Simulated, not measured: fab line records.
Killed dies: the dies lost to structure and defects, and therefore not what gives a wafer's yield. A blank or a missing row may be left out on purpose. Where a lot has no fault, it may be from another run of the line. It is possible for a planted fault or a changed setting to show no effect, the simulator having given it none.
Struck lot and sound lot, side by side / flow nand_harc / 15 out of 1302 route steps
Sound: the wafers L430.1, L430.2, L430.5. Struck: wafer L439.3 (L439.5, L439.6, from the same lot, were not struck and are left out); the cause is given at the end.
For every step that has rows: the tool of each side, followed by ch and its chambers, followed by its first start. Under that, the readings that differ: sound wafers / struck wafers / difference of the means / sigmas: that difference in standard deviations of wafers without a fault.
alike: a reading whose means differ by less than 2 such deviations, as well as words and numbers matching on both sides. not compared: withheld readings; readings where some wafer has no value; bounds like >300 that might hide an equal value; numbers whose values overlap and for which the record gives no deviation.
The two part at a step that has a row with sigmas, a row that says differs or no value, or rows on one side only. Non-overlapping numbers with no deviation appear without sigmas and do not part them. Lack of a reading on every wafer of one side parts them only where that side has two or more wafers.

first, 6 steps without rows for these wafers: NHARC_A_CONTACT_COAT_02 (resist thk 90 nm); NHARC_A_CONTACT_SOFTBAKE_03 (time 55 s); NHARC_A_CONTACT_EBR_04; NHARC_A_CONTACT_EXPOSE_05 (exposes mask A CC); NHARC_A_CONTACT_PEB_06 (peb time 65 s); NHARC_A_CONTACT_DEVELOP_07 (develop time 35 s).
NHARC_A_CONTACT_CD_MEAS_08: the cd target is 200 nm.
  sound on cd_sem-02 ch 0, day 23 04:10; struck on cd_sem-03 ch 0, day 27 05:22
reading=cd_nm (nm); sound=200.9 200.3 200.7; struck=199.6; difference=-1.0; sigmas=-2
NHARC_A_CONTACT_OVL_MEAS_09:
  sound on overlay-01 at day 23 04:15; struck on overlay-01 at day 27 05:26
  alike: overlay_x_nm, overlay_y_nm
NHARC_A_CONTACT_INSPECT_10:
  sound on defect_inspect-01 at day 23 04:17; struck on defect_inspect-02 at day 27 05:29
  alike: raw_defect_count
NHARC_A_CONTACT_DESCUM_13: chemistry O2, time 3 s.
  sound on rie_diel-02 ch 0,1,3, day 23 04:22; struck on rie_diel-03 ch 2, day 27 05:34
reading=showerhead_plenum_p_Torr (Torr); sound=1.81 2.02 1.97; struck=1.84; difference=-0.09; sigmas=-3
  alike: drypump_motor_current_A, oes_product_au, rf_vpp_V, throttle_valve_pct
  not compared: rf_hours_counter_h
NHARC_A_CONTACT_ETCH_88: etches the open film in CF4, target depth 39 nm, time 65 s.
  sound on rie_diel-02 ch 1,2, day 23 04:26; struck on rie_diel-03 ch 3, day 27 05:38
  alike: drypump_motor_current_A, oes_product_au, rf_vpp_V, run_length_s, showerhead_plenum_p_Torr, throttle_valve_pct
  not compared: rf_hours_counter_h
NHARC_A_CONTACT_ETCH_89: etches the open film in N2/H2, target depth 260 nm, time 475.3 s.
  sound: rie_diel-02 ch 1,2,3; struck: rie_diel-03 ch 1
  alike: drypump_motor_current_A, oes_product_au, rf_vpp_V, run_length_s, showerhead_plenum_p_Torr, throttle_valve_pct
  not compared: rf_hours_counter_h
NHARC_A_CONTACT_ETCH_30: etches the open film in CF4/CHF3, target depth 72.6 nm, time 36.3 s.
  sound on rie_diel-02 ch 0,2,3, day 23 04:53; struck on rie_diel-03 ch 1, day 27 06:04
reading=rf_vpp_V (V); sound=369.1 373.8 370.9; struck=368.4; difference=-2.9; sigmas=-2
reading=run_length_s (s); sound=57.1 57.7 58.3; struck=50.6; difference=-7.1; sigmas=-16
reading=showerhead_plenum_p_Torr (Torr); sound=1.53 1.66 1.62; struck=1.53; difference=-0.07; sigmas=-2
  alike: drypump_motor_current_A, oes_product_au, throttle_valve_pct
  not compared: rf_hours_counter_h
NHARC_A_CONTACT_ETCH_31: etches the open film in O2/COS, target depth 2800 nm, time 728 s.
  sound: rie_diel-02 ch 0,3; struck: rie_diel-03 ch 1
reading=rf_vpp_V (V); sound=316.6 316.8 316.0; struck=313.1; difference=-3.4; sigmas=-3
reading=showerhead_plenum_p_Torr (Torr); sound=3.29 3.21 3.29; struck=3.04; difference=-0.22; sigmas=-4
  alike: drypump_motor_current_A, oes_product_au, run_length_s, throttle_valve_pct
  not compared: rf_hours_counter_h
-- record jumps: 2 days between struck wafers' starts before vs after; left off in module A_CONTACT, resumes in module END, first step shown is number 1302 of the route --
NHARC_END_SORT_01:
  the record has rows for the struck wafers here (prober-01 ch 0, day 29 10:56) and none for the sound ones

== WHERE THEY PART ==
Last at NHARC_END_SORT_01 as far as this record goes, first at NHARC_A_CONTACT_CD_MEAS_08.

WHY: what the simulator had put in
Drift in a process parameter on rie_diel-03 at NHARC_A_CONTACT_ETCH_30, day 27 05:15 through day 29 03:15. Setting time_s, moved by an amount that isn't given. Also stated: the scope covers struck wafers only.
